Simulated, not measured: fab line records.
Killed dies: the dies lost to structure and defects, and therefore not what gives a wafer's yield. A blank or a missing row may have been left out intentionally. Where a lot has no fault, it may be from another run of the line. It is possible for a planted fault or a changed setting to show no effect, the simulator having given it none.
2 desks, one fault :: flow nand_harc :: each desk holds nothing but its own numbers, with what lay behind them at the end

## FROM THE METROLOGY DESK
Lot by lot, what the gauges showed, no matter which tool ran the lot: averages of those sampled wafers that carry a number. Any lot whose mean is over 4 standard deviations away from the usual mean is out of limits and marked OUT; that distance is given in the brackets.
Columns: A = cd_nm at NHARC_A_M0_CD_MEAS_09, usual 80.0 nm
lot: L325
first seen here: day 17 07:41
A: 79.8

lot: L328
first seen here: day 17 16:03
A: 79.3

lot: L327
first seen here: day 17 19:21
A: 79.6

lot: L326
first seen here: day 18 02:20
A: 79.7

lot: L332
first seen here: day 19 11:04
A: 81.1

lot: L334
first seen here: day 19 18:02
A: 79.8

lot: L336
first seen here: day 20 04:43
A: 80.0

lot: L337
first seen here: day 20 22:56
A: 98.1 (+30) OUT

lot: L342
first seen here: day 21 16:32
A: 80.3

lot: L340
first seen here: day 21 22:38
A: 94.0 (+23) OUT

lot: L339
first seen here: day 22 02:32
A: 93.1 (+22) OUT

lot: L344
first seen here: day 22 03:13
A: 79.7

lot: L341
first seen here: day 22 05:25
A: 93.0 (+21) OUT

lot: L345
first seen here: day 22 16:47
A: 79.6

lot: L346
first seen here: day 22 17:19
A: 78.9

lot: L348
first seen here: day 23 16:06
A: 80.2
This desk finds L337, L339, L340, L341 out of limits, L337 being first, at day 20 22:56 (cd_nm at NHARC_A_M0_CD_MEAS_09). Within limits: L325, L328, L327, L326, L332, L334, L336, L342, L344, L345, L346, L348.

## THE TOOL OWNER'S DESK: arfi_scanner-03
The tool's own readings at NHARC_A_M0_EXPOSE_06 (exposes mask A M0, target cd 80 nm): means of the sampled wafers that have a number, for each lot that ran on this tool. Any lot whose mean is over 4 standard deviations away from the usual mean is out of limits and marked OUT; that distance is given in the brackets.
Columns: A = exposure_dose_mJ_cm2 at NHARC_A_M0_EXPOSE_06, usual 83.27
lot: L325
first seen here: day 17 07:33
A: 83.28

lot: L326
first seen here: day 18 02:12
A: 83.26

lot: L332
first seen here: day 19 10:55
A: 83.24

lot: L336
first seen here: day 20 04:34
A: 83.40

lot: L337
first seen here: day 20 22:48
A: 110.37 (+99 or more) OUT

lot: L340
first seen here: day 21 22:29
A: 102.16 (+99 or more) OUT

lot: L339
first seen here: day 22 02:24
A: 102.16 (+99 or more) OUT

lot: L341
first seen here: day 22 05:16
A: 102.04 (+99 or more) OUT
This desk finds L337, L339, L340, L341 out of limits, L337 being first, at day 20 22:48 (exposure_dose_mJ_cm2 at NHARC_A_M0_EXPOSE_06). Within limits: L325, L326, L332, L336.

## BROUGHT TOGETHER
The tool owner's desk could have raised an alarm at day 20 22:48, on L337, L339, L340, L341.
An alarm was possible from the metrology desk at day 20 22:56, on L337, L339, L340, L341.
The lots listed all ran NHARC_A_M0_EXPOSE_06 on arfi_scanner-03.

## WHAT HAD BEEN PUT IN BY THE SIMULATOR
Drift in process parameters on arfi_scanner-03 at NHARC_A_M0_EXPOSE_06, starting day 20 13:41. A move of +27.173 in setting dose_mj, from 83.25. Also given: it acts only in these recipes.
Struck lots among those shown: L337, L339, L340, L341.
Delay (hours) between the fault's onset and each desk's first out-of-limits reading: 9 at the tool owner's desk, 9 at the metrology desk.
